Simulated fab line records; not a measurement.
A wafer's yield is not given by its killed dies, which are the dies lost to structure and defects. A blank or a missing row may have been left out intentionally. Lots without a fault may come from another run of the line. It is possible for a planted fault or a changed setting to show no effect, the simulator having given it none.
fab line records -- flow n5-finfet
record: lots: 7, wafers: 21
route steps=1938 shown BEOL_M1@755 BEOL_M2@928 BEOL_M3@931 BEOL_M4@1059
start-h: start of the lot's first displayed wafer, in hours after the record's first day -- wait-h: how many hours have passed since the lot's step before this one -- " same as the row above -- L1.1+2: a single row standing in for several wafers -- - no value, or no start given -- * or withheld: withheld -- < > ~ a bound
route shown NAME@n: NAME is a module with steps in the file, n the number in the route of the first one -- usual: the fault-free wafers' mean and standard deviation -- same: alike in all rows -- chamber/n: place in a boat -- sites: each site's reading -- _std_site: standard deviation across them -- _edge_site: the outer-site mean with the inner-site mean subtracted -- radius-mm: for every site, how far away it sits from the centre of the wafer -- mask NAME#n: copy n -- behind: the last tool/chamber to shape the wafer -- hold: cause of the lot's hold/its duration in hours/its outcome -- device: the transistor (n, p or np) that didn't switch -- end of line: the route-end tests of the same wafers -- where a step has no rows: the recipe by itself -- killed: not the wafer's yield, but the dies lost to structure and defects at the first sort -- map: per-die view of a wafer (x killed, . not killed, _ where there is no die)
set.NAME: the setting as run; set.NAME@STEP: as run at that earlier step -- model.NAME: the simulator's own value behind a step, which no gauge read
lots whose settings were changed on purpose; a table a step, a row a wafer
== steps ==
step: N5_BEOL_M1_COAT_61
recipe: resist: SOC, temp-c: 250, time-s: 60, spin-rpm: 1500, resist-thk-nm: 60
lot.wafer,tool,chamber,start-h,wait-h,set.spin-rpm,model.SOC_of_BEOL_M1_COAT_61.thk-nm
L079.2,litho-track-04,0,152.80,0.1,1500,59.8
L079.5,litho-track-04,0,152.80,0.1,1398,62.2
L079.6,litho-track-04,0,152.80,0.1,1398,62
L081.1+5,litho-track-04,0,172.51,0.1,1605,58
L081.3,litho-track-04,0,172.51,0.1,1500,60.2
L084.2+5+6,litho-track-02,0,183.09,0.1,1500,60
L083.1+3,litho-track-04,0,186.60,0.1,1500,60
L083.4,litho-track-04,0,186.60,0.1,1422,61.4
L091.2,litho-track-04,0,223.45,0.1,1444,61
L091.4+6,litho-track-04,0,223.45,0.1,1500,59.8
L094.1+3,litho-track-04,0,247.46,0.1,1500,60
L094.2,litho-track-04,0,247.46,0.1,1500,60.2
L095.1+2,litho-track-05,0,251.12,0.1,1500,60
L095.3,litho-track-05,0,251.12,0.1,1500,59.8
step: N5_BEOL_M1_COAT_62
recipe: resist: SiARC, temp-c: 220, time-s: 60, spin-rpm: 1500, resist-thk-nm: 12
step: N5_BEOL_M1_COAT_73
recipe: resist: underlayer, temp-c: 205, time-s: 60, spin-rpm: 1500, resist-thk-nm: 5
step: N5_BEOL_M1_ETCH_74
recipe: chemistry: N2/H2, target: underlayer, target-depth-a: 65, mask-material: CAR-EUV, time-s: 5.2, ion-energy-ev: 200, pressure-mtorr: 30, source-w: 840, bias-w: 150, n2-flow-sccm: 200, h2-flow-sccm: 200, ends: cleared
step: N5_BEOL_M1_ETCH_63
recipe: chemistry: CF4, target: SiARC, target-depth-a: 156, mask-material: CAR-EUV, time-s: 26, ion-energy-ev: 80, pressure-mtorr: 40, source-w: 545, bias-w: 36, Ar_flow_sccm: 100, cf4-flow-sccm: 100, ends: cleared
step: N5_BEOL_M1_ETCH_64
recipe: chemistry: N2/H2, target: SOC, target-depth-a: 750, overetch-a: 150, mask-material: SiARC, temp-c: 40, time-s: 112.5, ion-energy-ev: 200, pressure-mtorr: 30, source-w: 840, bias-w: 150, n2-flow-sccm: 200, h2-flow-sccm: 200
lot.wafer,tool,chamber,start-h,wait-h,set.spin-rpm@BEOL_M1_COAT_61,model.etch.depth-nm
L079.2,rie-diel-06,0,153.50,0.0,1500,59.74
L079.5,rie-diel-06,2,153.50,0.0,1398,62.13
L079.6,rie-diel-06,0,153.50,0.0,1398,61.91
L081.1,rie-diel-04,0,173.28,0.0,1605,58.08
L081.3,rie-diel-04,3,173.28,0.0,1500,60.14
L081.5,rie-diel-04,0,173.28,0.0,1605,57.95
L084.2+6,rie-diel-06,3,183.68,0.0,1500,60.01
L084.5,rie-diel-06,0,183.68,0.0,1500,60.09
L083.1,rie-diel-04,1,187.19,0.0,1500,59.96
L083.3,rie-diel-04,3,187.19,0.0,1500,59.93
L083.4,rie-diel-04,3,187.19,0.0,1422,61.39
L091.2,rie-diel-06,3,224.13,0.1,1444,61.02
L091.4,rie-diel-06,3,224.13,0.1,1500,59.88
L091.6,rie-diel-06,3,224.13,0.1,1500,59.83
L094.1,rie-diel-06,3,248.08,0.0,1500,60.1
L094.2,rie-diel-06,2,248.08,0.0,1500,60.14
L094.3,rie-diel-06,0,248.08,0.0,1500,59.92
L095.1,rie-diel-06,3,251.62,0.0,1500,59.96
L095.2,rie-diel-06,2,251.62,0.0,1500,60.02
L095.3,rie-diel-06,0,251.62,0.0,1500,59.87
step: N5_BEOL_M1_STRIP_65
recipe: chemistry: N2/H2, temp-c: 40, n2-flow-sccm: 200, h2-flow-sccm: 200, rf-frequency-hz: 6e+07
step: N5_BEOL_M1_STRIP_75
recipe: chemistry: N2/H2, temp-c: 40, n2-flow-sccm: 200, h2-flow-sccm: 200, rf-frequency-hz: 6e+07
step: N5_BEOL_M1_STRIP_66
recipe: chemistry: CF4, resist: SiARC, power-w: 300, bias-power-w: 75, pressure-mtorr: 50, cf4-flow-sccm: 150, rf-frequency-hz: 6e+07
step: N5_BEOL_M1_HM_OPEN_17
recipe: chemistry: Cl2/BCl3, target-depth-a: 200, overetch-a: 60, target: TiN, mask-material: SOC, ion-energy-ev: 150, pressure-mtorr: 10, icp-w: 1000, bias-w: 126, Cl2_flow_sccm: 53.25, bcl3-flow-sccm: 21.75, Ar_flow_sccm: 25
lot.wafer,tool,chamber,start-h,wait-h,set.target-thk-a@BEOL_M1_HM_DEP_02,set.spin-rpm@BEOL_M1_COAT_61,model.SOC_of_BEOL_M1_COAT_61.thk-nm,model.etch.depth-nm
L079.2,rie-metal-03,1,153.67,0.0,200,1500,51.6,20.4
L079.5,rie-metal-03,1,153.67,0.0,200,1398,54,20.09
L079.6,rie-metal-03,0,153.67,0.0,200,1398,53.6,20.23
L081.1,rie-metal-03,1,173.45,0.0,177,1605,50.2,17.63
L081.3,rie-metal-03,0,173.45,0.0,177,1500,52,17.88
L081.5,rie-metal-03,0,173.45,0.0,177,1605,49.8,17.94
L084.2,rie-metal-03,0,183.85,0.0,200,1500,51.8,20.11
L084.5,rie-metal-03,1,183.85,0.0,200,1500,52.2,20.68
L084.6,rie-metal-03,0,183.85,0.0,200,1500,51.8,20.38
L083.1,rie-metal-03,1,187.36,0.0,200,1500,52,20.25
L083.3,rie-metal-03,0,187.36,0.0,207.4,1500,51.8,20.83
L083.4,rie-metal-03,1,187.36,0.0,207.4,1422,53.4,20.86
L091.2,rie-metal-02,0,224.54,0.1,200,1444,53.4,20.2
L091.4,rie-metal-02,1,224.54,0.1,200,1500,51.4,20
L091.6,rie-metal-02,0,224.54,0.1,216.6,1500,52,21.43
L094.1,rie-metal-01,0,248.25,0.0,222.3,1500,52.4,22.15
L094.2,rie-metal-01,1,248.25,0.0,200,1500,51.8,20.03
L094.3,rie-metal-01,1,248.25,0.0,222.3,1500,51.6,22.07
L095.1,rie-metal-02,1,251.78,0.0,200,1500,51.4,19.86
L095.2,rie-metal-02,0,251.78,0.0,200,1500,52.4,19.71
L095.3,rie-metal-02,1,251.78,0.0,200,1500,51.2,20
step: N5_BEOL_M1_STRIP_19
recipe: chemistry: O2, power-w: 400, temp-c: 40, pressure-mtorr: 30, rf-frequency-hz: 6e+07, bias-power-w: 0, overash-fraction: 0.2, o2-flow-sccm: 225
step: N5_BEOL_M1_STRIP_83
recipe: chemistry: C4F6/O2, resist: SiARC, rf-frequency-hz: 6e+07
step: N5_BEOL_M1_STRIP_36
recipe: chemistry: N2/H2, power-w: 450, temp-c: 40, pressure-mtorr: 20, rf-frequency-hz: 6e+07, overash-fraction: 0.3, bias-power-w: 7, h2-frac: 0.5, n2-flow-sccm: 200, h2-flow-sccm: 200
step: N5_BEOL_M1_TRENCH_ETCH_37
recipe: chemistry: C4F6/O2, target-depth-a: 552.07, target: SiOC, time-s: 29, ion-energy-ev: 250, pressure-mtorr: 30, source-w: 355, bias-w: 185, Ar_flow_sccm: 300, C4F6_flow_sccm: 10, O2_flow_sccm: 10
lot.wafer,tool,chamber,start-h,wait-h,set.target-thk-a@BEOL_M1_HM_DEP_02,model.TiN_of_BEOL_M1_HM_DEP_02.thk-nm
L079.2,rie-diel-04,3,-,-,200,18.2
L079.5,rie-diel-04,0,-,-,200,17.8
L079.6,rie-diel-04,3,-,-,200,18
L081.1,rie-diel-02,3,-,-,177,15.2
L081.3,rie-diel-02,2,-,-,177,15.6
L081.5,rie-diel-02,2,-,-,177,15.8
L084.2,rie-diel-04,0,-,-,200,17.8
L084.5,rie-diel-04,0,-,-,200,18.4
L084.6,rie-diel-04,1,-,-,200,18
L083.1,rie-diel-06,2,-,-,200,18
L083.3,rie-diel-06,0,-,-,207.4,18.4
L083.4,rie-diel-06,0,-,-,207.4,18.6
L091.2,rie-diel-02,0,-,-,200,18
L091.4,rie-diel-02,1,-,-,200,17.8
L091.6,rie-diel-02,3,-,-,216.6,19
L094.1+3,rie-diel-04,"2,3",-,-,222.3,19.8
L094.2,rie-diel-04,0,-,-,200,17.8
L095.1,rie-diel-02,0,-,-,200,17.6
L095.2,rie-diel-02,3,-,-,200,17.4
L095.3,rie-diel-02,2,-,-,200,17.8
step: N5_BEOL_M2_DEP_57
recipe: material: SiCN, target-thk-a: 80, temp-c: withheld, precursor: 3MS/NH3, pressure-torr: 3, rf-w: 202, time-s: 14
lot.wafer,tool,chamber,start-h,wait-h,set.time-s,model.SiCN_of_BEOL_M2_DEP_57.thk-nm
L079.2+5,pecvd-03,"0,2",172.89,0.0,14,8
L079.6,pecvd-03,0,172.89,0.0,12.59,7.2
L081.1,pecvd-03,0,200.40,0.0,14,8
L081.3,pecvd-03,2,200.40,0.0,15.06,8.8
L081.5,pecvd-03,0,200.40,0.0,14,8.2
L084.2+5+6,pecvd-04,"1,2,1",204.13,0.0,14,8
L083.1+4,pecvd-03,"1,2",207.05,0.0,14,8.2
L083.3,pecvd-03,0,207.05,0.0,12.46,7.2
L091.2,pecvd-04,0,246.48,0.0,14,7.8
L091.4+6,pecvd-04,"1,2",246.48,0.0,14,8.2
L094.1+2,pecvd-02,"0,2",273.27,0.0,14,8
L094.3,pecvd-02,1,273.27,0.0,12.6,7.2
L095.1,pecvd-02,0,274.87,0.0,13.31,7.8
L095.2+3,pecvd-02,"1,2",274.87,0.0,14,7.8
step: N5_BEOL_M3_ILD_DEP_00
recipe: material: SiOC, target-thk-a: 790, temp-c: 350, precursor: DEMS/O2, pressure-torr: 5, rf-w: 500, time-s: 15.3
lot.wafer,tool,chamber,start-h,wait-h,set.time-s,model.SiOC_of_BEOL_M3_ILD_DEP_00.thk-nm
L079.2,pecvd-02,1,173.02,0.0,16.7,85.2
L079.5,pecvd-02,0,173.02,0.0,16.7,87
L079.6,pecvd-02,1,173.02,0.0,15.3,78.8
L081.1,pecvd-01,2,200.54,0.0,15.3,77.2
L081.3+5,pecvd-01,"0,2",200.54,0.0,15.3,79.2
L084.2,pecvd-01,1,204.26,0.0,15.3,77.2
L084.5,pecvd-01,0,204.26,0.0,15.3,80
L084.6,pecvd-01,1,204.26,0.0,15.3,78.4
L083.1,pecvd-04,1,207.18,0.0,15.3,79.4
L083.3,pecvd-04,2,207.18,0.0,14.18,71.2
L083.4,pecvd-04,0,207.18,0.0,14.18,73.8
L091.2,pecvd-01,0,246.61,0.0,16.49,86.4
L091.4,pecvd-01,1,246.61,0.0,15.3,77.8
L091.6,pecvd-01,2,246.61,0.0,16.49,85.4
L094.1,pecvd-01,1,273.40,0.0,13.23,67.2
L094.2,pecvd-01,0,273.40,0.0,15.3,79.6
L094.3,pecvd-01,2,273.40,0.0,15.3,78
L095.1,pecvd-02,2,275.00,0.0,13.22,68.4
L095.2+3,pecvd-02,"1,0",275.00,0.0,15.3,78.4
step: N5_BEOL_M3_THK_MEAS_01
recipe: reads: SiOC_of_BEOL_M3_ILD_DEP_00
usual: M3_ILD_THK: 78.9/1.2
lot.wafer,tool,chamber,start-h,wait-h,set.time-s@BEOL_M3_ILD_DEP_00,M3_ILD_THK[nm]
L079.2,film-metro-02,-,173.08,0.1,16.7,85.2
L079.5,film-metro-02,-,173.08,0.1,16.7,87.0
L079.6,film-metro-02,-,173.08,0.1,15.3,78.8
L081.1,film-metro-01,-,200.61,0.0,15.3,77.3
L081.3,film-metro-01,-,200.61,0.0,15.3,79.3
L081.5,film-metro-01,-,200.61,0.0,15.3,79.1
L084.2,film-metro-02,-,204.34,0.1,15.3,77.3
L084.5,film-metro-02,-,204.34,0.1,15.3,80.0
L084.6,film-metro-02,-,204.34,0.1,15.3,78.5
L083.1,film-metro-02,-,207.25,0.0,15.3,79.4
L083.3,film-metro-02,-,207.25,0.0,14.18,71.1
L083.4,film-metro-02,-,207.25,0.0,14.18,73.8
L091.2,film-metro-01,-,246.68,0.1,16.49,86.3
L091.4,film-metro-01,-,246.68,0.1,15.3,77.7
L091.6,film-metro-01,-,246.68,0.1,16.49,85.3
L094.1,film-metro-02,-,273.46,0.0,13.23,67.3
L094.2,film-metro-02,-,273.46,0.0,15.3,79.6
L094.3,film-metro-02,-,273.46,0.0,15.3,78.0
L095.1,film-metro-01,-,275.07,0.0,13.22,68.4
L095.2,film-metro-01,-,275.07,0.0,15.3,78.4
L095.3,film-metro-01,-,275.07,0.0,15.3,78.3
step: N5_BEOL_M3_COAT_62
recipe: resist: SiARC, temp-c: 220, time-s: 60, spin-rpm: 1500, resist-thk-nm: 12
lot.wafer,tool,chamber,start-h,wait-h,set.spin-rpm,model.SiARC_of_BEOL_M3_COAT_62.thk-nm
L079.2+5+6,litho-track-04,0,-,-,1500,12
L081.1,litho-track-04,0,-,-,1500,12
L081.3+5,litho-track-04,0,-,-,1606,11.6
L084.2+5+6,litho-track-03,0,-,-,1500,12
L083.1+3,litho-track-03,0,-,-,1662,11.4
L083.4,litho-track-03,0,-,-,1500,12
L091.2+4+6,litho-track-03,0,-,-,1500,12
L094.1+3,litho-track-04,0,-,-,1500,12
L094.2,litho-track-04,0,-,-,1378,12.6
L095.1+2,litho-track-04,0,-,-,1650,11.4
L095.3,litho-track-04,0,-,-,1500,12
step: N5_BEOL_M3_COAT_05
recipe: resist: CAR-EUV, spin-rpm: 1500, resist-thk-nm: 30
lot.wafer,tool,chamber,start-h,wait-h,set.spin-rpm,model.CAR-EUV_of_BEOL_M3_COAT_05.thk-nm
L079.2+5+6,litho-track-04,0,-,-,1500,30
L081.1+3,litho-track-04,0,-,-,1500,30
L081.5,litho-track-04,0,-,-,1500,30.2
L084.2+5,litho-track-03,0,-,-,1500,30
L084.6,litho-track-03,0,-,-,1500,29.8
L083.1+3,litho-track-03,0,-,-,1396,31
L083.4,litho-track-03,0,-,-,1396,31.2
L091.2,litho-track-03,0,-,-,1500,29.8
L091.4+6,litho-track-03,0,-,-,1437,30.6
L094.1+2,litho-track-04,0,-,-,1360,31.4
L094.3,litho-track-04,0,-,-,1500,30
L095.1,litho-track-04,0,-,-,1629,28.6
L095.2,litho-track-04,0,-,-,1500,29.8
L095.3,litho-track-04,0,-,-,1500,30
step: N5_BEOL_M3_EBR_07
recipe: solvent: PGMEA, ebr-width-mm: 1.5
step: N5_BEOL_M3_SOFTBAKE_06
recipe: temp-c: 110, time-s: 60, resist: CAR-EUV
step: N5_BEOL_M3_DESCUM_16
recipe: chemistry: O2, time-s: 7, source-power-w: 50, bias-power-w: 20, pressure-mtorr: 20, rf-frequency-hz: 2.712e+07, temp-c: 40, resist: CAR-EUV, o2-flow-sccm: 225
lot.wafer,tool,chamber,start-h,wait-h,set.spin-rpm@BEOL_M3_COAT_05,model.CAR-EUV_of_BEOL_M3_COAT_05.thk-nm
L079.2+5,rie-diel-02,2,175.48,0.0,1500,26.2
L079.6,rie-diel-02,3,175.48,0.0,1500,26
L081.1,rie-diel-06,3,201.78,0.0,1500,26
L081.3+5,rie-diel-06,"2,0",201.78,0.0,1500,26.2
L084.2+5+6,rie-diel-02,"0,1,0",209.03,0.2,1500,26
L083.1+3+4,rie-diel-06,"2,0,2",209.70,0.5,1396,27.2
L091.2,rie-diel-06,3,247.77,0.0,1500,25.8
L091.4,rie-diel-06,0,247.77,0.0,1437,26.6
L091.6,rie-diel-06,3,247.77,0.0,1437,26.4
L094.1,rie-diel-02,3,275.02,0.4,1360,27.6
L094.2,rie-diel-02,1,275.02,0.4,1360,27.4
L094.3,rie-diel-02,0,275.02,0.4,1500,26.2
L095.1,rie-diel-02,0,276.07,0.0,1629,24.8
L095.2+3,rie-diel-02,"3,1",276.07,0.0,1500,26
step: N5_BEOL_M3_ETCH_74
recipe: chemistry: N2/H2, target: underlayer, target-depth-a: 65, mask-material: CAR-EUV, time-s: 5.2, ion-energy-ev: 200, pressure-mtorr: 30, source-w: 840, bias-w: 150, n2-flow-sccm: 200, h2-flow-sccm: 200, ends: cleared
step: N5_BEOL_M3_ETCH_63
recipe: chemistry: CF4, target: SiARC, target-depth-a: 156, mask-material: CAR-EUV, time-s: 26, ion-energy-ev: 80, pressure-mtorr: 40, source-w: 545, bias-w: 36, Ar_flow_sccm: 100, cf4-flow-sccm: 100, ends: cleared
lot.wafer,tool,chamber,start-h,wait-h,set.spin-rpm@BEOL_M3_COAT_62,set.spin-rpm@BEOL_M3_COAT_05,model.CAR-EUV_of_BEOL_M3_COAT_05.thk-nm,model.etch.depth-nm
L079.2+5,rie-diel-02,2,175.53,0.0,1500,1500,11.2,12.02
L079.6,rie-diel-02,3,175.53,0.0,1500,1500,11.2,12.01
L081.1,rie-diel-06,3,201.83,0.0,1500,1500,11,12
L081.3+5,rie-diel-06,"2,0",201.83,0.0,1606,1500,11.6,11.58
L084.2+5,rie-diel-02,"0,1",209.08,0.0,1500,1500,11,12.03
L084.6,rie-diel-02,0,209.08,0.0,1500,1500,11,12.04
L083.1,rie-diel-06,2,209.75,0.0,1662,1396,12.6,11.46
L083.3,rie-diel-06,0,209.75,0.0,1662,1396,12.6,11.49
L083.4,rie-diel-06,2,209.75,0.0,1500,1396,12.2,12.07
L091.2,rie-diel-06,3,247.83,0.0,1500,1500,11,12.03
L091.4+6,rie-diel-06,"0,3",247.83,0.0,1500,1437,11.6,12
L094.1,rie-diel-02,3,275.07,0.0,1500,1360,12.6,12.03
L094.2,rie-diel-02,1,275.07,0.0,1378,1360,12,12.54
L094.3,rie-diel-02,0,275.07,0.0,1500,1500,11.2,11.99
L095.1,rie-diel-02,0,276.12,0.0,1650,1629,10.2,11.43
L095.2,rie-diel-02,3,276.12,0.0,1650,1500,11.4,11.43
L095.3,rie-diel-02,1,276.12,0.0,1500,1500,11,11.94
step: N5_BEOL_M4_DESCUM_33
recipe: chemistry: O2, time-s: 7, source-power-w: 50, bias-power-w: 20, pressure-mtorr: 20, rf-frequency-hz: 2.712e+07, temp-c: 40, resist: CAR-EUV, o2-flow-sccm: 225
lot.wafer,tool,chamber,start-h,wait-h,set.time-s,model.CAR-EUV_of_BEOL_M4_COAT_22.thk-nm
L079.2,rie-diel-01,1,192.08,0.1,7,26
L079.5,rie-diel-01,0,192.08,0.1,7.705,25.6
L079.6,rie-diel-01,1,192.08,0.1,7.705,25.8
L081.1+3,rie-diel-05,"0,3",215.55,0.0,7,26
L081.5,rie-diel-05,0,215.55,0.0,5.751,26.6
L084.2+5,rie-diel-03,"2,0",224.11,0.0,7,26
L084.6,rie-diel-03,1,224.11,0.0,7,25.8
L083.1+3+4,rie-diel-05,"3,1,0",224.54,0.0,7,26
L091.2,rie-diel-05,2,257.03,0.0,7,25.8
L091.4+6,rie-diel-05,3,257.03,0.0,7,26
L094.1+2,rie-diel-03,"3,0",289.56,0.0,5.845,26.6
L094.3,rie-diel-03,2,289.56,0.0,7,26.2
L095.1,rie-diel-01,0,290.58,0.0,7,26
L095.2+3,rie-diel-01,"1,2",290.58,0.0,7,26.2
step: N5_BEOL_M4_ETCH_77
recipe: chemistry: N2/H2, target: underlayer, target-depth-a: 65, mask-material: CAR-EUV, time-s: 5.2, ion-energy-ev: 200, pressure-mtorr: 30, source-w: 840, bias-w: 150, n2-flow-sccm: 200, h2-flow-sccm: 200, ends: cleared
lot.wafer,tool,chamber,start-h,wait-h,set.time-s@BEOL_M4_DESCUM_33,model.CAR-EUV_of_BEOL_M4_COAT_22.thk-nm
L079.2,rie-diel-01,1,192.11,0.0,7,20.4
L079.5,rie-diel-01,0,192.11,0.0,7.705,19.8
L079.6,rie-diel-01,1,192.11,0.0,7.705,20
L081.1+3,rie-diel-05,"0,3",215.58,0.0,7,20.2
L081.5,rie-diel-05,0,215.58,0.0,5.751,20.8
L084.2+5+6,rie-diel-03,"2,0,1",224.14,0.0,7,20.2
L083.1,rie-diel-05,3,224.58,0.0,7,20.4
L083.3+4,rie-diel-05,"1,0",224.58,0.0,7,20.2
L091.2+4+6,rie-diel-05,"2,3,3",257.07,0.0,7,20.2
L094.1+2,rie-diel-03,"3,0",289.59,0.0,5.845,20.8
L094.3,rie-diel-03,2,289.59,0.0,7,20.4
L095.1+2+3,rie-diel-01,"0,1,2",290.61,0.0,7,20.4
step: N5_BEOL_M4_ETCH_69
recipe: chemistry: CF4, target: SiARC, target-depth-a: 156, mask-material: CAR-EUV, time-s: 26, ion-energy-ev: 80, pressure-mtorr: 40, source-w: 545, bias-w: 36, Ar_flow_sccm: 100, cf4-flow-sccm: 100, ends: cleared
lot.wafer,tool,chamber,start-h,wait-h,set.time-s@BEOL_M4_DESCUM_33,model.CAR-EUV_of_BEOL_M4_COAT_22.thk-nm
L079.2,rie-diel-01,1,192.13,0.0,7,11.2
L079.5,rie-diel-01,0,192.13,0.0,7.705,10.6
L079.6,rie-diel-01,1,192.13,0.0,7.705,10.8
L081.1,rie-diel-05,0,215.60,0.0,7,11.2
L081.3,rie-diel-05,3,215.60,0.0,7,11
L081.5,rie-diel-05,0,215.60,0.0,5.751,11.6
L084.2+5+6,rie-diel-03,"2,0,1",224.16,0.0,7,11
L083.1,rie-diel-05,3,224.60,0.0,7,11.2
L083.3+4,rie-diel-05,"1,0",224.60,0.0,7,11
L091.2+4+6,rie-diel-05,"2,3,3",257.08,0.0,7,11
L094.1+2,rie-diel-03,"3,0",289.61,0.0,5.845,11.6
L094.3,rie-diel-03,2,289.61,0.0,7,11.2
L095.1+3,rie-diel-01,"0,2",290.63,0.0,7,11.2
L095.2,rie-diel-01,1,290.63,0.0,7,11
step: N5_BEOL_M4_ALD_98
recipe: material: SiO2, target-thk-a: 25, temp-c: 100, ald-precursor-family: BDEAS, ald-co-reactant: O2-plasma, pulse-time-s: 1, co-reactant-pulse-time-s: 1, purge-time-s: 2, co-reactant-purge-time-s: 2, ald-cycles: 17, pressure-torr: 2
step: N5_BEOL_M4_ETCHBACK_99
recipe: chemistry: CHF3, target: SiO2, target-depth-a: 50, time-s: 10.4, source-w: 215, bias-w: 47, Ar_flow_sccm: 200, CHF3_flow_sccm: 12, ion-energy-ev: 100, pressure-mtorr: 30
lot.wafer,tool,chamber,start-h,wait-h,set.time-s@BEOL_M4_DESCUM_33,model.CAR-EUV_of_BEOL_M4_COAT_22.thk-nm
L079.2,rie-diel-03,0,199.55,7.3,7,10.4
L079.5+6,rie-diel-03,"0,3",199.55,7.3,7.705,10
L081.1+3,rie-diel-01,"2,3",221.74,5.8,7,10.4
L081.5,rie-diel-01,3,221.74,5.8,5.751,11
L083.1,rie-diel-01,1,224.82,0.1,7,10.4
L083.3+4,rie-diel-01,"0,2",224.82,0.1,7,10.2
L084.2+5,rie-diel-03,"3,2",224.82,0.2,7,10.4
L084.6,rie-diel-03,3,224.82,0.2,7,10.2
L091.2+6,rie-diel-01,"0,2",265.05,7.8,7,10.2
L091.4,rie-diel-01,2,265.05,7.8,7,10.4
L094.1+2,rie-diel-03,"2,3",296.90,7.2,5.845,11
L094.3,rie-diel-03,1,296.90,7.2,7,10.4
L095.1+2+3,rie-diel-05,"1,0,3",297.10,6.3,7,10.4
== key ==
split: step: N5_BEOL_M1_COAT_61, setting: spin-rpm, stated: 1500, by: wafer
response: step: N5_BEOL_M1_COAT_61, reading: model.SOC_of_BEOL_M1_COAT_61.thk-nm, change: -0.314, per: 1%, r: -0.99
response: step: N5_BEOL_M1_ETCH_64, reading: model.etch.depth-nm, change: -0.31, per: 1%, r: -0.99
response: step: N5_BEOL_M1_HM_OPEN_17, reading: model.SOC_of_BEOL_M1_COAT_61.thk-nm, change: -0.316, per: 1%, r: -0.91
split: step: N5_BEOL_M2_DEP_57, setting: time-s, stated: 14, by: wafer
response: step: N5_BEOL_M2_DEP_57, reading: model.SiCN_of_BEOL_M2_DEP_57.thk-nm, change: +0.0801, per: 1%, r: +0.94
split: step: N5_BEOL_M3_ILD_DEP_00, setting: time-s, stated: 15.3, by: wafer
response: step: N5_BEOL_M3_ILD_DEP_00, reading: model.SiOC_of_BEOL_M3_ILD_DEP_00.thk-nm, change: +0.837, per: 1%, r: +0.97
response: step: N5_BEOL_M3_THK_MEAS_01, reading: M3_ILD_THK, change: +0.835, per: 1%, r: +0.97
split: step: N5_BEOL_M3_COAT_62, setting: spin-rpm, stated: 1500, by: wafer
response: step: N5_BEOL_M3_COAT_62, reading: model.SiARC_of_BEOL_M3_COAT_62.thk-nm, change: -0.0607, per: 1%, r: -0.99
response: step: N5_BEOL_M3_ETCH_63, reading: model.etch.depth-nm, change: -0.0564, per: 1%, r: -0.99
response: step: N5_BEOL_M3_ETCH_63, reading: model.CAR-EUV_of_BEOL_M3_COAT_05.thk-nm, slope: +0.0521, per: 1%, together-with: spin-rpm@BEOL_M3_COAT_05, explained: 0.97
split: step: N5_BEOL_M3_COAT_05, setting: spin-rpm, stated: 1500, by: wafer
response: step: N5_BEOL_M3_COAT_05, reading: model.CAR-EUV_of_BEOL_M3_COAT_05.thk-nm, change: -0.154, per: 1%, r: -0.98
response: step: N5_BEOL_M3_DESCUM_16, reading: model.CAR-EUV_of_BEOL_M3_COAT_05.thk-nm, change: -0.142, per: 1%, r: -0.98
response: step: N5_BEOL_M3_ETCH_63, reading: model.CAR-EUV_of_BEOL_M3_COAT_05.thk-nm, change: -0.12, per: 1%, r: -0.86
split: step: N5_BEOL_M4_DESCUM_33, setting: time-s, stated: 7, by: wafer
response: step: N5_BEOL_M4_DESCUM_33, reading: model.CAR-EUV_of_BEOL_M4_COAT_22.thk-nm, change: -0.0294, per: 1%, r: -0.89
response: step: N5_BEOL_M4_ETCH_77, reading: model.CAR-EUV_of_BEOL_M4_COAT_22.thk-nm, change: -0.0323, per: 1%, r: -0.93
response: step: N5_BEOL_M4_ETCH_69, reading: model.CAR-EUV_of_BEOL_M4_COAT_22.thk-nm, change: -0.0297, per: 1%, r: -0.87
response: step: N5_BEOL_M4_ETCHBACK_99, reading: model.CAR-EUV_of_BEOL_M4_COAT_22.thk-nm, change: -0.0356, per: 1%, r: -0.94
split outside-this-file step=N5_BEOL_M1_HM_DEP_02 setting=target-thk-a
split outside-this-file: this setting was split too, and the file shows its column; the key of that split is in another file
